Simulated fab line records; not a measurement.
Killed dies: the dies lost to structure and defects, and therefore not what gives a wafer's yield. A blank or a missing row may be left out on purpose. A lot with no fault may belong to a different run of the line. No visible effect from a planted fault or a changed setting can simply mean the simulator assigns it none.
fab line records	flow n5_finfet
record lots=7	wafers=39
route steps=1938 shown ZERO_LAYER@4 WELL_APT@41 SD_EPI_N@278 MOL_CONTACT_COAG@584 BEOL_M0_SAQP@636 BEOL_M1@814 BEOL_M3@980 BEOL_M5@1191 BEOL_M7@1329 BEOL_M9@1461 BEOL_M11@1575 BEOL_M14@1762 MIM_TOP@1838 PASSIVATION@1936
start_h: start of the lot's first displayed wafer, in hours after the record's first day	wait_h: time in hours since the lot's previous step	" unchanged from the row above	L1.1+2: one row covering several wafers at once	- no value present, or no start provided	* or withheld: withheld	< > ~ a bound
route shown NAME@n: NAME is a module with steps in the file, n the number in the route of the first one	usual: mean/standard deviation of fault-free wafers	same: alike in all rows	chamber/n: place in a boat	sites: readings site by site	_std_site: how widely they spread, as a standard deviation	_edge_site: the outer-site mean with the inner-site mean subtracted	radius_mm: how far each site lies from the wafer's centre	mask NAME#n: copy n	behind: the most recent tool/chamber to have shaped the wafer	hold: cause of the lot's hold/its duration in hours/its outcome	device: names the non-switching transistor (n, p or np)	end of line: the route-end tests of the same wafers	step lacking rows: just its recipe	killed: at the first sort, the dies lost to defects and structure; wafer yield is something else	map: a wafer's dies, marking killed ones x, the rest . and places with no die _
set.NAME: the setting as run; set.NAME@STEP: as run at that earlier step	model.NAME: the simulator's own value behind a step, which no gauge read
lots run with intentionally changed settings; tables by step, rows by wafer
## steps
# step N5_ZERO_LAYER_PECVD_02
# recipe material=SiO2	target_thk_a=100	temp_c=400	precursor=SiH4/N2O	pressure_torr=0.75	rf_w=275	time_s=6
# step N5_WELL_APT_DEVELOP_24
# recipe develop_time_s=45	rinse_liquid=surfactant_rinse	dry=air_spin	dev_temp_c=21
# step N5_SD_EPI_N_ETCH_45
# recipe chemistry=CH3F/O2	target=SiOCN	target_depth_a=60	mask_material=SOC	ion_energy_ev=60	bias_w=29	pressure_mtorr=15	source_w=410	Ar_flow_sccm=150	CH3F_flow_sccm=30	O2_flow_sccm=20
# step N5_MOL_CONTACT_COAG_ETCHBACK_135
# recipe chemistry=CHF3	target=SiO2	target_depth_a=250	time_s=16.7	ion_energy_ev=200	pressure_mtorr=30	source_w=610	bias_w=170	Ar_flow_sccm=200	CHF3_flow_sccm=50
# step N5_BEOL_M0_SAQP_PECVD_96
# recipe material=a-Si	target_thk_a=450	temp_c=350	precursor=SiH4/He	pressure_torr=3	rf_w=100	time_s=45.2
# step N5_BEOL_M1_SPUTTER_48
# recipe material=Cu	target_thk_a=45	temp_c=-20	chamber_pressure_pa=0.07	power_w=withheld	time_s=8.29
# step N5_BEOL_M3_TRENCH_ETCH_37
# recipe chemistry=C4F6/O2	target_depth_a=555.55	target=SiOC	time_s=29.2	ion_energy_ev=250	pressure_mtorr=30	source_w=355	bias_w=185	Ar_flow_sccm=300	C4F6_flow_sccm=10	O2_flow_sccm=10
# step N5_BEOL_M5_DEP_56
# recipe material=SiCN	target_thk_a=80	temp_c=withheld	precursor=3MS/NH3	pressure_torr=3	rf_w=202	time_s=14
# step N5_BEOL_M7_DEP_56
# recipe material=SiCN	target_thk_a=100	temp_c=withheld	precursor=3MS/NH3	pressure_torr=3	rf_w=202	time_s=17.5
# step N5_BEOL_M9_SPUTTER_48
# recipe material=Cu	target_thk_a=120	temp_c=-20	bias_v=60	power_w=26000	chamber_pressure_pa=0.13	time_s=2
# step N5_BEOL_M11_VIA_ETCH_34
# recipe chemistry=C4F6/O2	target=SiCOH_lowk	target_depth_a=1845	mask_material=SOC	taper_deg=4	time_s=69.2	ion_energy_ev=250	pressure_mtorr=30	source_w=345	bias_w=185	Ar_flow_sccm=300	C4F6_flow_sccm=10	O2_flow_sccm=10
# step N5_BEOL_M14_SPUTTER_43
# recipe material=TaN	target_thk_a=150	temp_c=50	bias_v=168.6	power_w=15000	chamber_pressure_pa=0.12	time_s=24.19
# step N5_MIM_TOP_SPUTTER_03
# recipe material=TiN	target_thk_a=350	temp_c=200	power_w=3000	chamber_pressure_pa=0.49996	gas=Ar	reactive_partial_pa=0.37997	time_s=89.7
# step N5_PASSIVATION_PROBE_49
# usual killed_at_M4_up=13/6	sort_bin_5_function=5.1/0.91
lot.wafer	tool	chamber	start_h	wait_h	set.time_s@ZERO_LAYER_PECVD_02	set.develop_time_s@WELL_APT_DEVELOP_24	set.target_depth_a@SD_EPI_N_ETCH_45	set.time_s@MOL_CONTACT_COAG_ETCHBACK_135	set.time_s@BEOL_M0_SAQP_PECVD_96	set.time_s@BEOL_M1_SPUTTER_48	set.target_depth_a@BEOL_M3_TRENCH_ETCH_37	set.time_s@BEOL_M5_DEP_56	set.time_s@BEOL_M7_DEP_56	set.time_s@BEOL_M9_SPUTTER_48	set.time_s@BEOL_M11_VIA_ETCH_34	set.target_thk_a@BEOL_M14_SPUTTER_43	set.target_thk_a@MIM_TOP_SPUTTER_03	killed_at_M4_up	sort_bin_5_function[%]
L080.1	prober-02	-	302.56	0.0	6	45	60	11.9	26.32	8.29	886.3	19.18	14.56	2.328	69.2	150	350	12	6.4
L080.2	prober-02	-	302.61	0.1	6	45	60	11.9	45.2	12.82	555.55	14	14.56	2.328	30.03	223.7	350	1087	96.8
L080.3	prober-02	-	302.66	0.1	6	45	24.84	16.7	26.32	12.82	886.3	14	14.56	2	30.03	150	485.3	1106	96.9
L080.4	prober-02	-	302.71	0.2	6	60.33	60	16.7	26.32	8.29	555.55	19.18	17.5	2	30.03	150	350	1079	95.2
L080.5	prober-02	-	302.76	0.2	6	60.33	24.84	11.9	45.2	8.29	886.3	14	17.5	2.328	69.2	223.7	485.3	12	4.2
L080.6	prober-02	-	302.81	0.3	6	60.33	24.84	16.7	45.2	12.82	555.55	19.18	17.5	2	69.2	223.7	485.3	14	5.1
L081.1	prober-01	-	310.65	0.0	6	45	60	22.5	45.2	8.29	877.7	14	11.37	2	69.2	150	350	7	3.9
L081.2	prober-01	-	310.70	0.1	4.987	45	60	16.7	45.2	10.62	555.55	14	17.5	1.513	69.2	150	350	15	3.6
L081.3	prober-01	-	310.75	0.1	4.987	45	60	16.7	27.92	8.29	877.7	14	17.5	2	69.2	150	350	11	5.6
L081.4	prober-01	-	310.80	0.2	6	45	60	22.5	45.2	8.29	555.55	14	17.5	1.513	69.2	117	350	15	5.2
L081.5	prober-01	-	310.85	0.2	4.987	45	60	22.5	27.92	10.62	877.7	14	11.37	1.513	69.2	117	350	16	4.3
L081.6	prober-01	-	310.90	0.3	6	45	60	16.7	27.92	10.62	555.55	14	11.37	2	69.2	117	350	5	3.1
L083.1	prober-02	-	348.67	0.0	6	45	60	7.95	45.2	3.976	858.7	14	17.5	0.9561	69.2	65.94	350	143	12.3
L083.2	prober-02	-	348.72	0.1	8.745	45	69.7	16.7	37.12	8.29	555.55	14	17.5	0.9561	69.2	150	280.4	138	10.7
L083.3	prober-02	-	348.77	0.1	6	45	60	16.7	37.12	8.29	858.7	14	17.5	2	69.2	65.94	280.4	15	5.2
L083.4	prober-02	-	348.82	0.2	8.745	45	69.7	7.95	45.2	8.29	555.55	14	17.5	2	69.2	150	350	8	6.0
L083.5	prober-02	-	348.87	0.2	8.745	45	60	7.95	37.12	3.976	555.55	14	17.5	0.9561	69.2	65.94	280.4	134	11.3
L083.6	prober-02	-	348.92	0.3	6	45	69.7	16.7	45.2	3.976	858.7	14	17.5	2	69.2	150	350	18	5.3
L086.2	prober-02	-	349.36	0.1	6	45	60	16.7	45.2	8.29	555.55	14	17.5	2	69.2	150	350	22	6.9
L086.3	prober-02	-	349.41	0.1	6	45	60	16.7	45.2	8.29	555.55	14	17.5	2	69.2	150	350	11	5.8
L086.5	prober-02	-	349.51	0.2	6	45	60	16.7	45.2	8.29	555.55	14	17.5	2	69.2	150	350	9	5.3
L091.1	prober-01	-	374.69	0.0	3.507	45	60	16.7	24.68	8.29	698.3	10.49	20.26	2	69.2	150	350	15	7.8
L091.2	prober-01	-	374.74	0.1	6	45	73.11	23.18	24.68	8.29	698.3	14	17.5	2	28.98	74.86	520.9	1078	95.9
L091.3	prober-01	-	374.79	0.1	3.507	45	60	16.7	45.2	8.29	555.55	14	17.5	2	69.2	150	350	22	4.8
L091.4	prober-01	-	374.84	0.2	6	60.39	60	23.18	24.68	8.29	555.55	10.49	17.5	2.878	28.98	74.86	350	1066	95.7
L091.5	prober-01	-	374.89	0.2	6	60.39	73.11	16.7	45.2	8.29	698.3	10.49	20.26	2.878	28.98	150	520.9	1059	95.2
L091.6	prober-01	-	374.94	0.3	3.507	60.39	73.11	23.18	45.2	8.29	555.55	14	20.26	2.878	69.2	74.86	520.9	5	4.5
L089.1	prober-01	-	378.18	0.0	6.987	45	60	21.61	19.79	8.29	555.55	16.49	17.5	2	39.69	150	350	1067	95.9
L089.2	prober-01	-	378.23	0.1	6	36.27	60	16.7	45.2	8.29	555.55	14	21.3	2	69.2	203.1	350	10	5.3
L089.3	prober-01	-	378.28	0.1	6.987	45	60	16.7	19.79	10.63	555.55	16.49	17.5	2	69.2	150	447.1	4	2.9
L089.4	prober-01	-	378.33	0.2	6	36.27	60	16.7	19.79	8.29	555.55	14	21.3	2	69.2	150	350	7	5.0
L089.5	prober-01	-	378.38	0.2	6.987	36.27	60	21.61	45.2	10.63	555.55	16.49	21.3	2	39.69	203.1	447.1	1073	95.8
L089.6	prober-01	-	378.43	0.3	6	45	60	21.61	45.2	10.63	555.55	14	17.5	2	39.69	203.1	447.1	1086	96.9
L096.1	prober-02	-	417.28	0.0	6	45	60	26.46	45.2	8.29	821	14	17.5	2	69.2	150	408.6	10	4.7
L096.2	prober-02	-	417.33	0.1	3.008	45	41.2	26.46	25.15	8.29	555.55	8.919	17.5	1.176	69.2	150	350	68	5.7
L096.3	prober-02	-	417.38	0.1	6	45	41.2	16.7	45.2	8.29	821	8.919	12.51	1.176	69.2	150	408.6	69	6.5
L096.4	prober-02	-	417.43	0.2	6	18.49	41.2	16.7	25.15	8.29	555.55	8.919	17.5	2	69.2	150	408.6	15	3.7
L096.5	prober-02	-	417.48	0.2	3.008	18.49	60	26.46	45.2	8.29	555.55	14	12.51	2	69.2	150	350	6	3.9
L096.6	prober-02	-	417.53	0.3	3.008	18.49	60	16.7	25.15	8.29	821	14	12.51	1.176	69.2	150	350	59	7.5
# killed by level:class
L080.1 BEOL_M0_SAQP:geometric_particle:short=16 BEOL_M0_SAQP:geometric_particle:open=11 FIN_SAQP:geometric_particle:short=10 STI_FIN_REVEAL:geometric_particle:open=10 MOL_CONTACT_COAG:geometric_particle:open=9 GATE_CUT:geometric_particle:short=8 BEOL_M0:geometric_particle:open=7 DUMMY_GATE:geometric_particle:open=6
L080.2 BEOL_M11:area_etch=1076 MOL_CONTACT_COAG:geometric_particle:open=20 FIN_SAQP:geometric_particle:short=10 STI_FIN_REVEAL:geometric_particle:open=9 BEOL_M2:geometric_particle:open=7 BEOL_M0_SAQP:geometric_particle:open=7 BEOL_M0_SAQP:geometric_particle:short=7 STI_FIN_REVEAL:geometric_particle:short=3
L080.3 BEOL_M11:area_etch=1080 MOL_CONTACT_COAG:geometric_particle:open=13 BEOL_M4:geometric_particle:open=12 BEOL_M2:geometric_particle:open=8 BEOL_M0_SAQP:geometric_particle:short=7 STI_FIN_REVEAL:geometric_particle:open=6 BEOL_M0_SAQP:geometric_particle:open=6 BEOL_M5:geometric_particle:open=5
L080.4 BEOL_M11:area_etch=1066 FIN_SAQP:geometric_particle:short=17 MOL_CONTACT_COAG:geometric_particle:open=11 FIN_SAQP:geometric_particle:open=9 BEOL_M2:geometric_particle:open=8 BEOL_M0_SAQP:geometric_particle:short=6 BEOL_M1:geometric_particle:short=6 GATE_CUT:geometric_particle:short=5
L080.5 MIM_TOP:area_sputter=1088 MOL_CONTACT_COAG:geometric_particle:open=9 FIN_SAQP:geometric_particle:short=8 FIN_SAQP:geometric_particle:open=7 STI_FIN_REVEAL:geometric_particle:open=7 BEOL_M2:geometric_particle:open=5 FIN_CUT:geometric_particle:short=4 BEOL_M0_SAQP:geometric_particle:short=4
L080.6 MIM_TOP:area_sputter=1072 FIN_SAQP:geometric_particle:short=12 BEOL_M0_SAQP:geometric_particle:short=11 MOL_CONTACT_COAG:geometric_particle:open=10 BEOL_M0_SAQP:geometric_particle:open=9 BEOL_M1:geometric_particle:open=8 STI_FIN_REVEAL:geometric_particle:open=6 BEOL_M3:geometric_particle:open=6
L081.1 MOL_CONTACT_COAG:geometric_particle:open=14 BEOL_M2:geometric_particle:open=9 BEOL_M3:geometric_particle:open=9 BEOL_M1:geometric_particle:open=6 DUMMY_GATE:geometric_particle:open=4 GATE_CUT:geometric_particle:short=4 BEOL_M0_SAQP:geometric_particle:open=4 FIN_SAQP:geometric_particle:short=3
L081.2 MOL_CONTACT_COAG:geometric_particle:open=12 HKMG_FIN:area_etch=11 MOL_CONTACT_COAG:geometric_particle:short=6 BEOL_M9:interface_void_opened=6 BEOL_M2:geometric_particle:open=5 BEOL_M0_SAQP:geometric_particle:short=4 STI_FIN_REVEAL:geometric_particle:open=3 GATE_CUT:geometric_particle:short=3
L081.3 FIN_SAQP:geometric_particle:short=25 MOL_CONTACT_COAG:geometric_particle:open=15 BEOL_M1:geometric_particle:open=12 FIN_SAQP:geometric_particle:open=7 STI_FIN_REVEAL:geometric_particle:open=7 BEOL_M3:geometric_particle:open=6 BEOL_M2:geometric_particle:open=5 MOL_CONTACT_COAG:geometric_particle:short=5
L081.4 MOL_CONTACT_COAG:geometric_particle:open=13 BEOL_M0_SAQP:geometric_particle:short=12 BEOL_M0_SAQP:geometric_particle:open=12 BEOL_M9:interface_void_opened=8 GATE_CUT:geometric_particle:open=7 BEOL_M3:geometric_particle:open=7 BEOL_M1:geometric_particle:short=5 FIN_SAQP:geometric_particle:open=4
L081.5 MOL_CONTACT_COAG:geometric_particle:open=15 HKMG_FIN:area_etch=11 BEOL_M1:geometric_particle:open=7 BEOL_M0_SAQP:geometric_particle:open=6 BEOL_M3:geometric_particle:open=6 STI_FIN_REVEAL:geometric_particle:open=5 FIN_SAQP:geometric_particle:short=4 BEOL_M2:geometric_particle:open=4
L081.6 FIN_SAQP:geometric_particle:open=7 STI_FIN_REVEAL:geometric_particle:open=7 MOL_CONTACT_COAG:geometric_particle:open=7 FIN_SAQP:geometric_particle:short=6 BEOL_M1:geometric_particle:open=4 STARTING-WAFER:geometric_particle:short=3 STARTING-WAFER:geometric_particle:open=3 STI_FIN_REVEAL:geometric_particle:short=2
L083.1 BEOL_M9:interface_void_opened=130 MOL_CONTACT_COAG:geometric_particle:open=15 FIN_SAQP:geometric_particle:open=10 BEOL_M1:geometric_particle:open=9 FIN_SAQP:geometric_particle:short=8 HKMG_FIN:area_etch=6 MIM_BOT:geometric_particle:short=5 BEOL_M4:geometric_particle:open=5
L083.2 BEOL_M9:interface_void_opened=130 FIN_SAQP:geometric_particle:open=11 FIN_SAQP:geometric_particle:short=10 BEOL_M1:geometric_particle:open=10 BEOL_M0_SAQP:geometric_particle:open=5 MOL_CONTACT_COAG:geometric_particle:open=4 BEOL_M3:geometric_particle:open=4 STARTING-WAFER:geometric_particle:open=4
L083.3 MOL_CONTACT_COAG:geometric_particle:open=18 BEOL_M4:geometric_particle:open=8 FIN_SAQP:geometric_particle:short=7 BEOL_M0_SAQP:geometric_particle:open=7 FIN_SAQP:geometric_particle:open=5 BEOL_M2:geometric_particle:open=5 STARTING-WAFER:geometric_particle:short=5 BEOL_M0_SAQP:geometric_particle:short=4
L083.4 FIN_SAQP:geometric_particle:short=17 FIN_SAQP:geometric_particle:open=14 BEOL_M0_SAQP:geometric_particle:short=11 BEOL_M0_SAQP:geometric_particle:open=9 BEOL_M2:geometric_particle:open=8 MOL_CONTACT_COAG:geometric_particle:open=7 BEOL_M1:geometric_particle:open=7 STARTING-WAFER:geometric_particle:short=6
L083.5 BEOL_M9:interface_void_opened=120 MOL_CONTACT_COAG:geometric_particle:open=13 BEOL_M0_SAQP:geometric_particle:short=10 BEOL_M3:geometric_particle:open=8 BEOL_M1:geometric_particle:open=7 HKMG_FIN:area_etch=7 FIN_SAQP:geometric_particle:short=6 BEOL_M0_SAQP:geometric_particle:open=6
L083.6 BEOL_M0_SAQP:geometric_particle:open=12 BEOL_M3:geometric_particle:open=10 BEOL_M4:geometric_particle:open=10 BEOL_M0_SAQP:geometric_particle:short=9 FIN_SAQP:geometric_particle:open=7 MOL_CONTACT_COAG:geometric_particle:open=6 STI_FIN_REVEAL:geometric_particle:open=5 BEOL_M1:interface_void_opened=5
L086.2 BEOL_M0_SAQP:geometric_particle:open=14 FIN_SAQP:geometric_particle:short=12 FIN_SAQP:geometric_particle:open=12 BEOL_M0_SAQP:geometric_particle:short=11 STI_FIN_REVEAL:geometric_particle:open=10 MOL_CONTACT_COAG:geometric_particle:open=10 BEOL_M4:geometric_particle:open=9 BEOL_M1:geometric_particle:open=5
L086.3 FIN_SAQP:geometric_particle:open=11 BEOL_M3:geometric_particle:open=10 BEOL_M2:geometric_particle:open=10 FIN_SAQP:geometric_particle:short=9 STI_FIN_REVEAL:geometric_particle:open=7 BEOL_M0_SAQP:geometric_particle:short=6 BEOL_M0_SAQP:geometric_particle:open=6 DUMMY_GATE:geometric_particle:open=5
L086.5 BEOL_M0_SAQP:geometric_particle:short=20 BEOL_M0_SAQP:geometric_particle:open=10 MOL_CONTACT_COAG:geometric_particle:open=9 FIN_SAQP:geometric_particle:short=8 FIN_SAQP:geometric_particle:open=6 STI_FIN_REVEAL:geometric_particle:open=6 BEOL_M1:geometric_particle:open=6 GATE_CUT:geometric_particle:short=5
L091.1 BEOL_M2:geometric_particle:open=16 STI_FIN_REVEAL:geometric_particle:open=15 MOL_CONTACT_COAG:geometric_particle:open=13 FIN_SAQP:geometric_particle:open=11 BEOL_M0_SAQP:geometric_particle:short=11 DUMMY_GATE:geometric_particle:open=9 BEOL_M3:geometric_particle:open=9 BEOL_M4:geometric_particle:open=7
L091.2 BEOL_M11:area_etch=1067 BEOL_M3:geometric_particle:open=13 BEOL_M2:geometric_particle:open=12 STI_FIN_REVEAL:geometric_particle:open=11 BEOL_M0_SAQP:geometric_particle:open=10 BEOL_M0_SAQP:geometric_particle:short=8 BEOL_M1:geometric_particle:open=8 FIN_SAQP:geometric_particle:short=6
L091.3 STI_FIN_REVEAL:geometric_particle:open=12 BEOL_M0_SAQP:geometric_particle:short=10 BEOL_M0_SAQP:geometric_particle:open=9 FIN_SAQP:geometric_particle:short=7 BEOL_M1:geometric_particle:open=7 BEOL_M3:geometric_particle:open=6 BEOL_M6:geometric_particle:open=6 BEOL_M1:geometric_particle:short=5
L091.4 BEOL_M11:area_etch=1055 BEOL_M1:geometric_particle:open=14 STI_FIN_REVEAL:geometric_particle:open=13 FIN_SAQP:geometric_particle:open=12 BEOL_M3:geometric_particle:open=10 STI_FIN_REVEAL:geometric_particle:short=7 DUMMY_GATE:geometric_particle:open=6 BEOL_M0_SAQP:geometric_particle:short=6
L091.5 BEOL_M11:area_etch=1047 MOL_CONTACT_COAG:geometric_particle:open=23 STI_FIN_REVEAL:geometric_particle:open=14 FIN_SAQP:geometric_particle:open=10 FIN_SAQP:geometric_particle:short=10 BEOL_M3:geometric_particle:open=10 BEOL_M0_SAQP:geometric_particle:short=8 GATE_CUT:geometric_particle:short=7
L091.6 MIM_TOP:area_sputter=1087 STI_FIN_REVEAL:geometric_particle:open=15 FIN_SAQP:geometric_particle:short=12 FIN_SAQP:geometric_particle:open=11 BEOL_M0_SAQP:geometric_particle:open=6 BEOL_M0_SAQP:geometric_particle:short=6 DUMMY_GATE:geometric_particle:open=4 BEOL_M3:geometric_particle:open=4
L089.1 BEOL_M11:area_etch=1062 BEOL_M0_SAQP:geometric_particle:open=19 BEOL_M0_SAQP:geometric_particle:short=18 BEOL_M1:geometric_particle:open=12 FIN_SAQP:geometric_particle:open=8 DUMMY_GATE:geometric_particle:open=7 MOL_CONTACT_COAG:geometric_particle:open=7 FIN_SAQP:geometric_particle:short=5
L089.2 MOL_CONTACT_COAG:geometric_particle:open=12 FIN_SAQP:geometric_particle:open=11 BEOL_M0_SAQP:geometric_particle:short=11 FIN_SAQP:geometric_particle:short=9 BEOL_M0_SAQP:geometric_particle:open=6 BEOL_M3:geometric_particle:open=6 GATE_CUT:geometric_particle:open=5 MOL_CONTACT_COAG:geometric_particle:short=5
L089.3 MIM_TOP:area_sputter=1102 BEOL_M1:geometric_particle:open=11 FIN_SAQP:geometric_particle:open=6 DUMMY_GATE:geometric_particle:open=6 MOL_CONTACT_COAG:geometric_particle:open=6 BEOL_M0_SAQP:geometric_particle:short=6 BEOL_M0_SAQP:geometric_particle:open=6 BEOL_M3:geometric_particle:open=4
L089.4 BEOL_M0_SAQP:geometric_particle:short=10 BEOL_M0_SAQP:geometric_particle:open=10 MOL_CONTACT_COAG:geometric_particle:open=9 HKMG_FIN:area_etch=8 FIN_SAQP:geometric_particle:short=7 DUMMY_GATE:geometric_particle:open=7 FIN_SAQP:geometric_particle:open=6 GATE_CUT:geometric_particle:open=5
L089.5 BEOL_M11:area_etch=1060 BEOL_M0_SAQP:geometric_particle:short=24 BEOL_M0_SAQP:geometric_particle:open=17 MOL_CONTACT_COAG:geometric_particle:open=8 FIN_SAQP:geometric_particle:open=7 MOL_CONTACT_COAG:geometric_particle:short=7 BEOL_M4:geometric_particle:open=7 FIN_SAQP:geometric_particle:short=5
L089.6 BEOL_M11:area_etch=1078 BEOL_M0_SAQP:geometric_particle:open=11 BEOL_M1:geometric_particle:open=10 FIN_SAQP:geometric_particle:short=9 FIN_SAQP:geometric_particle:open=7 DUMMY_GATE:geometric_particle:open=7 BEOL_M2:geometric_particle:open=7 BEOL_M0_SAQP:geometric_particle:short=6
L096.1 MIM_TOP:area_sputter=1092 BEOL_M3:geometric_particle:open=12 MOL_CONTACT_COAG:geometric_particle:open=9 STI_FIN_REVEAL:geometric_particle:open=8 FIN_SAQP:geometric_particle:short=7 FIN_SAQP:geometric_particle:open=6 BEOL_M0_SAQP:geometric_particle:open=5 BEOL_M1:geometric_particle:open=5
L096.2 BEOL_M9:interface_void_opened=64 FIN_SAQP:geometric_particle:short=5 BEOL_M3:geometric_particle:open=5 HKMG_FIN:area_etch=5 STI_FIN_REVEAL:geometric_particle:open=4 BEOL_M1:geometric_particle:open=4 FIN_SAQP:geometric_particle:open=3 DUMMY_GATE:geometric_particle:open=3
L096.3 MIM_TOP:area_sputter=1044 BEOL_M9:interface_void_opened=55 FIN_SAQP:geometric_particle:open=10 FIN_SAQP:geometric_particle:short=7 BEOL_M0_SAQP:geometric_particle:open=7 BEOL_M3:geometric_particle:open=7 BEOL_M4:geometric_particle:open=6 GATE_CUT:geometric_particle:short=5
L096.4 MIM_TOP:area_sputter=1100 BEOL_M3:geometric_particle:open=14 BEOL_M0_SAQP:geometric_particle:short=8 FIN_SAQP:geometric_particle:open=7 STI_FIN_REVEAL:geometric_particle:open=7 FIN_SAQP:geometric_particle:short=6 BEOL_M4:geometric_particle:open=6 MOL_CONTACT_COAG:geometric_particle:open=5
L096.5 BEOL_M2:geometric_particle:open=11 HKMG_FIN:area_etch=11 BEOL_M3:geometric_particle:open=7 BEOL_M0_SAQP:geometric_particle:open=6 BEOL_M0_SAQP:geometric_particle:short=6 FIN_SAQP:geometric_particle:open=4 FIN_SAQP:geometric_particle:short=4 STI_FIN_REVEAL:geometric_particle:open=3
L096.6 BEOL_M9:interface_void_opened=47 FIN_SAQP:geometric_particle:short=16 FIN_SAQP:geometric_particle:open=13 BEOL_M3:geometric_particle:open=10 MOL_CONTACT_COAG:geometric_particle:open=9 STI_FIN_REVEAL:geometric_particle:open=7 BEOL_M0_SAQP:geometric_particle:open=7 BEOL_M4:geometric_particle:open=5
## key
split step=N5_ZERO_LAYER_PECVD_02	setting=time_s	stated_as=6
response none clear
split step=N5_WELL_APT_DEVELOP_24	setting=develop_time_s	stated_as=45
response none clear
split step=N5_SD_EPI_N_ETCH_45	setting=target_depth_a	stated_as=60
response none clear
split step=N5_MOL_CONTACT_COAG_ETCHBACK_135	setting=time_s	stated_as=16.7
response none clear
split step=N5_BEOL_M0_SAQP_PECVD_96	setting=time_s	stated_as=45.2
response none clear
split step=N5_BEOL_M1_SPUTTER_48	setting=time_s	stated_as=8.29
response none clear
split step=N5_BEOL_M3_TRENCH_ETCH_37	setting=target_depth_a	stated_as=555.55
response none clear
split step=N5_BEOL_M5_DEP_56	setting=time_s	stated_as=14
response none clear
split step=N5_BEOL_M7_DEP_56	setting=time_s	stated_as=17.5
response none clear
split step=N5_BEOL_M9_SPUTTER_48	setting=time_s	stated_as=2
response none clear
split step=N5_BEOL_M11_VIA_ETCH_34	setting=time_s	stated_as=69.2
response step=N5_PASSIVATION_PROBE_49	reading=killed_at_M4_up	slope=-20.6	per=1%	together_with=all	explained=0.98
response step=N5_PASSIVATION_PROBE_49	reading=sort_bin_5_function	slope=-1.76	per=1%	together_with=all	explained=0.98
split step=N5_BEOL_M14_SPUTTER_43	setting=target_thk_a	stated_as=150
response none clear
split step=N5_MIM_TOP_SPUTTER_03	setting=target_thk_a	stated_as=350
response none clear
